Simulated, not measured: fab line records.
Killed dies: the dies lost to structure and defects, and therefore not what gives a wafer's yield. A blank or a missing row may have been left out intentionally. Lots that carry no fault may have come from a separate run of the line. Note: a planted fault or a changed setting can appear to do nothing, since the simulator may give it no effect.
fab line records ; flow n5_finfet
[record] lots = 6; wafers = 18; last_day = 17
route steps=1938 shown BEOL_M10@1488
lots untouched by any fault: they come from a run of this same line in which no faults occurred
start_h: start of the lot's first displayed wafer, in hours after the record's first day ; wait_h: how many hours have passed since the lot's step before this one ; " identical to the entry in the row above ; L1.1+2: a single row standing in for several wafers ; - no value, or no start given ; * or withheld: withheld ; < > ~ a bound
route shown NAME@n: a module of which the file shows steps, and the number in the route of the first ; usual: mean/standard deviation taken from wafers without a fault ; same: alike in all rows ; chamber/n: place in a boat ; sites: each site's reading ; _std_site: their standard deviation ; _edge_site: outer sites' mean less inner sites' ; radius_mm: how far each site lies from the wafer's centre ; mask NAME#n: copy n ; behind: the tool/chamber that last shaped the wafer ; hold: the reason the lot was held/the length of the hold in hours/how it ended ; device: which transistor (n, p or np) failed to switch ; end of line: the route-end tests of the same wafers ; for a step that has no rows: nothing shown but its recipe ; killed: count of dies lost to structure and defects at first sort (not the wafer's yield) ; map: per-die view of a wafer (x killed, . not killed, _ where there is no die)
set.NAME: the setting as run; set.NAME@STEP: as run at that earlier step ; model.NAME: the simulator's own value behind a step, which no gauge read
lots seen at some steps along the route; tables by step, rows by wafer
services: the hour from which a tool's chamber was out of use, counted from the record's first day as start_h (under 0 if before that day), plus the number of hours and why
[[steps]]
[step N5_BEOL_M10_ETCH_62]
[recipe] chemistry = N2/H2; target = SOC; target_depth_a = 1100; overetch_a = 220; mask_material = SiARC; temp_c = 40; time_s = 165; ion_energy_ev = 200; pressure_mtorr = 30; source_w = 840; bias_w = 150; n2_flow_sccm = 200; h2_flow_sccm = 200
[usual] drypump_motor_current_A = 5.8/0.52; oes_product_au = 0.65/0.064; rf_vpp_V = 524.6/1.8; showerhead_plenum_p_Torr = 2.57/0.064; throttle_valve_pct = 17.92/0.28
lot.wafer;tool;chamber;start_h;wait_h;drypump_motor_current_A;oes_product_au;rf_hours_counter_h;rf_vpp_V;showerhead_plenum_p_Torr;throttle_valve_pct
L641.2;rie_diel-05;0;246.48;0.0;5.5;0.64;144;524.4;2.53;17.91
L641.4;rie_diel-05;1;246.48;0.0;6.2;0.68;110;523.8;2.56;18.00
L641.6;rie_diel-05;1;246.48;0.0;6.2;0.68;-;524.1;2.56;18.00
L645.2;rie_diel-05;0;270.10;0.0;5.5;0.63;153;523.6;2.53;17.95
L645.5;rie_diel-05;1;270.10;0.0;6.2;0.67;-;525.0;2.55;18.02
L645.6;rie_diel-05;0;270.10;0.0;5.5;0.63;-;523.5;2.53;17.97
L651.2;rie_diel-06;3;308.04;0.0;5.7;0.66;133;523.9;2.54;17.99
L651.3;rie_diel-06;0;308.04;0.0;6.4;0.57;248;522.6;2.49;18.35
L651.4;rie_diel-06;3;308.04;0.0;5.7;0.67;-;524.5;2.54;18.01
L653.3;rie_diel-02;3;321.14;0.0;5.9;0.61;170;525.4;2.53;18.26
L653.4;rie_diel-02;1;321.14;0.0;6.3;0.77;-;523.0;2.50;17.33
L653.5;rie_diel-02;3;321.14;0.0;5.9;0.61;-;524.4;2.53;18.26
L658.1;rie_diel-06;0;346.38;0.0;6.4;0.86;0;522.0;2.49;17.82
L658.3;rie_diel-06;1;346.38;0.0;5.7;0.79;8;525.3;2.60;17.47
L658.6;rie_diel-06;2;346.38;0.0;5.5;0.61;-;523.2;2.53;17.88
L659.2;rie_diel-02;0;347.42;0.0;6.5;0.67;113;527.3;2.69;18.07
L659.4;rie_diel-02;3;347.42;0.0;5.9;0.60;182;523.2;2.53;18.29
L659.6;rie_diel-02;2;347.42;0.0;5.1;0.58;-;523.0;2.49;18.25
[step N5_BEOL_M10_STRIP_68]
[recipe] chemistry = N2/H2; temp_c = 40; n2_flow_sccm = 200; h2_flow_sccm = 200; rf_frequency_hz = 6e+07
[step N5_BEOL_M10_STRIP_67]
[recipe] chemistry = CF4; resist = SiARC; power_w = 300; bias_power_w = 75; pressure_mtorr = 50; cf4_flow_sccm = 150; rf_frequency_hz = 6e+07
[usual] drypump_motor_current_A = 5.8/0.52; oes_product_au = 0.77/0.075; rf_vpp_V = 271.5/1.2; showerhead_plenum_p_Torr = 1.81/0.04; throttle_valve_pct = 13.67/0.3
lot.wafer;tool;chamber;start_h;wait_h;drypump_motor_current_A;oes_product_au;rf_hours_counter_h;rf_vpp_V;showerhead_plenum_p_Torr;throttle_valve_pct
L641.2;rie_diel-05;0;246.63;0.0;5.5;0.75;144;271.3;1.79;13.84
L641.4;rie_diel-05;1;246.63;0.0;6.2;0.81;110;271.1;1.81;13.65
L641.6;rie_diel-05;1;246.63;0.0;6.2;0.81;-;271.9;1.81;13.65
L645.2;rie_diel-05;0;270.25;0.0;5.5;0.74;153;272.7;1.79;13.86
L645.5;rie_diel-05;1;270.25;0.0;6.2;0.79;-;270.6;1.80;13.68
L645.6;rie_diel-05;0;270.25;0.0;5.5;0.75;-;270.8;1.79;13.86
L651.2;rie_diel-06;3;308.19;0.0;5.7;0.78;133;271.6;1.79;13.70
L651.3;rie_diel-06;0;308.19;0.0;6.4;0.68;248;268.4;1.77;14.05
L651.4;rie_diel-06;3;308.19;0.0;5.7;0.78;-;270.2;1.79;13.70
L653.3;rie_diel-02;3;321.29;0.0;5.9;0.72;170;271.4;1.79;13.98
L653.4;rie_diel-02;1;321.29;0.0;6.2;0.91;-;271.5;1.75;12.99
L653.5;rie_diel-02;3;321.29;0.0;5.9;0.72;-;270.1;1.79;13.99
L658.1;rie_diel-06;0;346.53;0.0;6.4;1.02;0;269.8;1.77;13.45
L658.3;rie_diel-06;1;346.53;0.0;5.7;0.94;8;271.9;1.85;13.37
L658.6;rie_diel-06;2;346.53;0.0;5.5;0.72;-;270.9;1.79;13.65
L659.2;rie_diel-02;0;347.56;0.0;6.5;0.79;114;272.2;1.87;13.63
L659.4;rie_diel-02;3;347.56;0.0;5.9;0.72;182;271.0;1.78;14.02
L659.6;rie_diel-02;2;347.56;0.0;5.1;0.69;-;271.1;1.77;14.12
[step N5_BEOL_M10_HM_OPEN_17]
[recipe] chemistry = Cl2/BCl3; target_depth_a = 200; overetch_a = 60; target = TiN; mask_material = SOC; ion_energy_ev = 150; pressure_mtorr = 10; icp_w = 1000; bias_w = 126; Cl2_flow_sccm = 53.25; bcl3_flow_sccm = 21.75; Ar_flow_sccm = 25
[usual] drypump_motor_current_A = 6.0/0.49; oes_product_au = 0.68/0.033; throttle_valve_pct = 22.13/0.2
lot.wafer;tool;chamber;start_h;wait_h;drypump_motor_current_A;oes_product_au;rf_hours_counter_h;throttle_valve_pct
L641.2;rie_metal-02;1;246.67;0.0;5.2;0.70;32;22.12
L641.4;rie_metal-02;1;246.67;0.0;5.2;0.70;-;22.15
L641.6;rie_metal-02;1;246.67;0.0;5.2;0.70;-;22.14
L645.2;rie_metal-02;1;270.29;0.0;5.2;0.69;34;22.14
L645.5;rie_metal-02;1;270.29;0.0;5.2;0.69;-;22.12
L645.6;rie_metal-02;0;270.29;0.0;6.4;0.64;-;21.91
L651.2;rie_metal-01;1;308.23;0.0;5.8;0.65;46;22.14
L651.3;rie_metal-01;1;308.23;0.0;5.8;0.65;-;22.14
L651.4;rie_metal-01;0;308.23;0.0;5.8;0.66;-;22.08
L653.3;rie_metal-02;1;321.36;0.1;5.2;0.68;-;22.14
L653.4;rie_metal-02;0;321.36;0.1;6.4;0.64;-;21.92
L653.5;rie_metal-02;0;321.36;0.1;6.3;0.64;-;21.93
L658.1;rie_metal-02;0;346.57;0.0;6.4;0.63;56;21.92
L658.3;rie_metal-02;0;346.57;0.0;6.4;0.63;-;21.91
L658.6;rie_metal-02;0;346.57;0.0;6.4;0.63;-;21.93
L659.2;rie_metal-03;1;347.61;0.0;6.2;0.72;19;22.53
L659.4;rie_metal-03;0;347.61;0.0;6.5;0.67;-;22.09
L659.6;rie_metal-03;0;347.61;0.0;6.5;0.67;-;22.07
[step N5_BEOL_M10_STRIP_19]
[recipe] chemistry = O2; power_w = 400; temp_c = 40; pressure_mtorr = 30; rf_frequency_hz = 6e+07; bias_power_w = 0; overash_fraction = 0.2; o2_flow_sccm = 225
[usual] drypump_motor_current_A = 5.8/0.51; oes_product_au = 0.77/0.074; rf_vpp_V = 3.6/0.62; showerhead_plenum_p_Torr = 2.12/0.05; throttle_valve_pct = 16.77/0.28
lot.wafer;tool;chamber;start_h;wait_h;drypump_motor_current_A;oes_product_au;rf_hours_counter_h;rf_vpp_V;showerhead_plenum_p_Torr;throttle_valve_pct
L641.2;rie_diel-05;1;246.78;0.1;6.2;0.80;110;3.1;2.12;16.82
L641.4;rie_diel-05;2;246.78;0.1;4.9;0.71;210;4.6;2.17;16.52
L641.6;rie_diel-05;1;246.78;0.1;6.2;0.81;-;3.0;2.12;16.83
L645.2;rie_diel-05;3;270.40;0.1;5.5;0.79;125;2.8;2.22;16.64
L645.5;rie_diel-05;1;270.40;0.1;6.2;0.81;-;5.4;2.11;16.86
L645.6;rie_diel-05;2;270.40;0.1;4.9;0.72;-;5.3;2.16;16.53
L651.2;rie_diel-02;3;308.40;0.1;5.9;0.71;167;4.1;2.09;17.05
L651.3;rie_diel-02;2;308.40;0.1;5.1;0.67;230;2.9;2.09;17.26
L651.4;rie_diel-02;1;308.40;0.1;6.3;0.93;15;3.6;2.04;16.06
L653.3;rie_diel-02;3;321.74;0.4;5.9;0.71;171;4.6;2.09;17.08
L653.4;rie_diel-02;1;321.74;0.4;6.2;0.92;-;3.5;2.04;16.06
L653.5;rie_diel-02;2;321.74;0.4;5.1;0.67;-;3.2;2.08;17.26
L658.1;rie_diel-06;2;346.87;0.3;5.5;0.71;184;3.0;2.07;16.64
L658.3;rie_diel-06;1;346.87;0.3;5.7;0.94;8;3.3;2.16;16.51
L658.6;rie_diel-06;1;346.87;0.3;5.7;0.95;-;3.0;2.16;16.49
L659.2;rie_diel-05;2;347.72;0.1;4.9;0.69;248;4.0;2.15;16.58
L659.4;rie_diel-05;0;347.72;0.1;5.5;0.74;181;4.1;2.09;17.04
L659.6;rie_diel-05;1;347.72;0.1;6.2;0.78;-;4.6;2.10;16.89
[step N5_BEOL_M10_CD_MEAS_18]
[recipe] pitch_nm = 140; target_cd_nm = 70
[usual] cd_nm = 69.9/0.59
lot.wafer;tool;chamber;start_h;wait_h;cd_nm
L641.2;cd_sem-03;-;246.85;0.1;71.2
L641.4;cd_sem-03;-;246.85;0.1;70.6
L641.6;cd_sem-03;-;246.85;0.1;71.3
L645.2;cd_sem-01;-;270.47;0.1;69.9
L645.5;cd_sem-01;-;270.47;0.1;70.1
L645.6;cd_sem-01;-;270.47;0.1;70.6
L651.2;cd_sem-02;-;308.47;0.1;70.1
L651.3;cd_sem-02;-;308.47;0.1;70.1
L651.4;cd_sem-02;-;308.47;0.1;69.5
L653.3;cd_sem-03;-;321.81;0.1;70.1
L653.4;cd_sem-03;-;321.81;0.1;69.8
L653.5;cd_sem-03;-;321.81;0.1;70.2
L658.1;cd_sem-02;-;346.94;0.0;71.6
L658.3;cd_sem-02;-;346.94;0.0;69.5
L658.6;cd_sem-02;-;346.94;0.0;70.1
L659.2;cd_sem-01;-;347.80;0.1;69.8
L659.4;cd_sem-01;-;347.80;0.1;70.2
L659.6;cd_sem-01;-;347.80;0.1;70.2
[step N5_BEOL_M10_COAT_63]
[recipe] resist = SOC; temp_c = 250; time_s = 60; spin_rpm = 1500; resist_thk_nm = 100
[step N5_BEOL_M10_COAT_64]
[recipe] resist = SiARC; temp_c = 220; time_s = 60; spin_rpm = 1500; resist_thk_nm = 30
[step N5_BEOL_M10_COAT_22]
[recipe] resist = CAR-ArF; spin_rpm = 1500; resist_thk_nm = 90
[step N5_BEOL_M10_EBR_24]
[recipe] solvent = PGMEA; ebr_width_mm = 1.5
[step N5_BEOL_M10_SOFTBAKE_23]
[recipe] temp_c = 110; time_s = 60; resist = CAR-ArF
[step N5_BEOL_M10_EXPOSE_25]
[recipe] mask_id = V9; na = 1.35; source_shape = annular; sigma_inner = 0.5; sigma_outer = 0.8; polarization = unpolarized; dose_mj = 85.5
[step N5_BEOL_M10_PEB_26]
[recipe] peb_temp_c = withheld; peb_time_s = 60; resist = CAR-ArF
[usual] chill_plate_temp_C = 23.02/0.094; exhaust_pa = 45.0/0.8
lot.wafer;tool;chamber;start_h;wait_h;chill_plate_temp_C;exhaust_pa
L641.2;litho_track-05;0;248.07;0.1;23.15;45.7
L641.4;litho_track-05;0;248.07;0.1;22.91;45.9
L641.6;litho_track-05;0;248.07;0.1;22.99;45.9
L645.2;litho_track-05;0;270.90;0.1;23.01;45.3
L645.5;litho_track-05;0;270.90;0.1;23.02;45.0
L645.6;litho_track-05;0;270.90;0.1;23.02;45.6
L651.2;litho_track-05;-;310.24;0.1;-;-
L651.3;litho_track-05;-;310.24;0.1;-;-
L651.4;litho_track-05;-;310.24;0.1;-;-
L653.3;litho_track-02;-;323.79;0.0;-;-
L653.4;litho_track-02;-;323.79;0.0;-;-
L653.5;litho_track-02;-;323.79;0.0;-;-
L658.1;litho_track-05;0;347.45;0.1;23.10;45.3
L658.3;litho_track-05;0;347.45;0.1;23.06;44.6
L658.6;litho_track-05;0;347.45;0.1;22.88;46.8
L659.2;litho_track-05;0;348.19;0.1;23.13;46.6
L659.4;litho_track-05;0;348.19;0.1;23.19;45.5
L659.6;litho_track-05;0;348.19;0.1;23.06;44.2
[step N5_BEOL_M10_DEVELOP_27]
[recipe] develop_time_s = 30; developer = TMAH; resist = CAR-ArF; rinse_liquid = diw; dry = air_spin; dev_temp_c = 23
[[services]]
tool;chamber;start_h;hours;kind
rie_diel-02;2;226.34;13.2;repair
rie_diel-06;1;233.21;4.6;repair
rie_diel-06;-;242.52;0.3;repair
rie_metal-03;-;249.95;2.8;pm
rie_diel-02;1;251.75;-;clean
rie_diel-02;1;251.75;-;consumable_replace:focus_ring
rie_diel-02;1;251.75;19.5;scheduled_down
rie_diel-02;1;251.75;19.5;vent_cycle
rie_diel-06;0;289.58;6.3;repair
rie_metal-02;-;293.03;1.4;pm
rie_diel-05;3;300.97;6.5;repair
rie_diel-06;1;305.30;-;clean
rie_diel-06;1;305.30;-;consumable_replace:focus_ring
rie_diel-06;1;305.30;21.1;scheduled_down
rie_diel-06;1;305.30;21.1;vent_cycle
rie_diel-02;0;313.14;13.1;repair
rie_diel-06;0;326.61;-;clean
rie_diel-06;0;326.61;-;consumable_replace:focus_ring
rie_diel-06;0;326.61;19.2;scheduled_down
rie_diel-06;0;326.61;19.2;vent_cycle
[[key]]
[first_sign] step = N5_BEOL_M10_PEB_26; reading = tool_record; direction = missing
effect none on later readings
met_at N5_BEOL_M10_PEB_26
struck_wafers L651.2,L651.3,L651.4,L653.3,L653.4,L653.5
later_rows_left_out L651.2,L651.3,L651.4,L653.3,L653.4,L653.5
sort_left_out L651.2,L651.3,L651.4,L653.3,L653.4,L653.5
onset_between 270.90 310.24
[fault] kind = skipped_step_whole; tool = litho_track-02,litho_track-05; chamber = -; onset_h = 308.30; steps = N5_BEOL_M10_PEB_26; scope = struck_lots_only
// sort_left_out: the simulated sort isn't trusted on such a fault, so these wafers' sort isn't shown, and their yield isn't known
// later_rows_left_out: the simulator's readings of these wafers behind a module that went badly wrong aren't trusted and aren't shown, but for the sort
